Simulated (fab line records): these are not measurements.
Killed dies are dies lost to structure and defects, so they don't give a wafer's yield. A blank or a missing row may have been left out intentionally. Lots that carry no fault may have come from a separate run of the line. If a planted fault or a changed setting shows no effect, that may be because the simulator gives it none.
Matching of chambers ; flow n5Finfet ; pecvd-04 running N5_BEOL_M1_PECVD_72: 3 sister chambers
The step deposits SiO2 from TEOS/O2, target thk 16 nm, time 18 s. 22 wafers are shown with their chamber, then 11 later ones without.

## WAFERS WITH THEIR CHAMBER
wafer;chamber;showerheadPlenumPTorr (Torr);throttleValvePct (%);heaterPowerW (W)
L074.1;0;8.79;22.3;662
L074.4;1;8.92;23.6;799
L074.5;2;8.79;21.4;874
L076.2;0;8.80;22.0;576
L076.3;1;8.92;23.8;883
L076.4;0;8.78;22.0;608
L079.1;0;8.80;22.0;672
L079.3;2;8.77;21.7;879
L079.6;0;8.78;22.0;710
L081.2;2;8.77;21.6;794
L081.3;0;8.80;22.1;686
L081.5;0;8.80;21.5;686
L082.3;1;8.90;23.7;896
L082.4;2;8.80;21.7;896
L082.5;0;8.80;22.1;626
L083.2;0;8.79;21.7;657
L083.5;1;8.92;23.7;742
L083.6;0;8.80;22.0;661
L086.1;2;8.77;21.9;765
L086.3;1;8.93;23.6;814
L086.5;2;8.79;21.7;790
L087.1;1;8.92;23.7;877

SIGNATURES (means of the wafers above)
reading;chamber 0;chamber 1;chamber 2;scatter within a chamber
showerheadPlenumPTorr;8.7940;8.9183;8.7817;0.0103
throttleValvePct;21.970;23.683;21.667;0.178
heaterPowerW;654.40;835.17;833.00;50.5
Rule: distance of a wafer from a chamber = root of the sum over the readings of ((wafer's reading minus chamber's mean) / reading's scatter) squared. The wafer belongs to the nearest chamber; if the next one is less than 2 further off, it can't be placed. How the scatter is found: for the shown wafers, subtract from each reading the mean of its chamber, square and add these, divide the total by (wafers less chambers), then take the root.

## WAFERS WITHOUT THEIR CHAMBER
wafer;showerheadPlenumPTorr (Torr);throttleValvePct (%);heaterPowerW (W)
L087.5;8.89;24.1;883
L087.6;8.78;21.9;794
L089.1;8.78;22.1;863
L089.4;8.91;23.7;821
L089.5;8.77;22.1;877
L091.2;8.92;23.6;855
L091.3;8.78;21.9;818
L091.6;8.80;21.9;712
L096.2;8.88;23.8;771
L096.4;8.81;21.8;692
L096.6;8.93;23.7;786

## WHICH CHAMBER EACH WENT THROUGH
wafer;from the rows above;in truth
L087.5;1;1
L087.6;can't be placed: 2 or 0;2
L089.1;can't be placed: 2 or 0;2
L089.4;1;1
L089.5;2;2
L091.2;1;1
L091.3;2;2
L091.6;can't be placed: 0 or 2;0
L096.2;1;1
L096.4;0;0
L096.6;1;1
8 of 11 placed correctly. These rows do not allow placing 3 (true chamber among the candidates in 3). Wrongly placed: 0.
